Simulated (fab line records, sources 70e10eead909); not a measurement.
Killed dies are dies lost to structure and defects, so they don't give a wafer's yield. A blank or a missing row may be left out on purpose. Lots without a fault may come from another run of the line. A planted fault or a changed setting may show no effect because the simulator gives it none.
Chamber matching | flow nand_harc | NHARC_A_BONDPAD_ETCH_34 on rie_diel-01: 4 sister chambers
The step etches the open film in N2/H2, target depth 60 nm, overetch 18 nm, time 65.91 s. 7 wafers are shown with their chamber, then 7 later ones without.

WAFERS WITH THEIR CHAMBER
wafer  | chamber | drypump_motor_current_A (A) | rf_vpp_V (V)
L690.1 | 1       | 6.3                         | 429.6
L690.2 | 0       | 5.2                         | 431.5
L690.3 | 3       | 5.3                         | 429.1
L691.2 | 1       | 6.3                         | 429.7
L691.6 | 2       | 5.2                         | 428.2
L696.4 | 0       | 5.1                         | 430.8
L696.5 | 2       | 5.3                         | 429.0

WAFERS WITHOUT THEIR CHAMBER
wafer  | drypump_motor_current_A (A) | rf_vpp_V (V)
L696.6 | 5.3                         | 428.4
L697.2 | 5.3                         | 430.3
L697.3 | 5.1                         | 431.6
L697.5 | 5.1                         | 431.3
L700.3 | 5.2                         | 427.4
L700.4 | 5.1                         | 430.5
L700.5 | 5.3                         | 428.6

WHICH CHAMBER EACH WENT THROUGH
wafer  | from the rows above          | in truth
L696.6 | can't be placed: 2 or 3      | 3
L697.2 | can't be placed: 3 or 0 or 2 | 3
L697.3 | 0                            | 0
L697.5 | 0                            | 0
L700.3 | can't be placed: 2 or 3      | 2
L700.4 | 0                            | 0
L700.5 | can't be placed: 2 or 3      | 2
Placed correctly: 3 of 7. Can't be placed from these rows: 4 (the true chamber is among the candidates in 4). Placed wrongly: 0.
How it was worked out, from the rows above alone: a wafer's distance from a chamber is the root of the sum, over the readings, of the square of ((its reading less the chamber's mean) divided by the reading's scatter). The wafer belongs to the nearest chamber; if the next one is less than 2 further off, it can't be placed. A chamber's mean is the mean of its shown wafers. The scatter: the root of (the sum of the squares of (reading less its chamber's mean) over the shown wafers, divided by (wafers less chambers)).
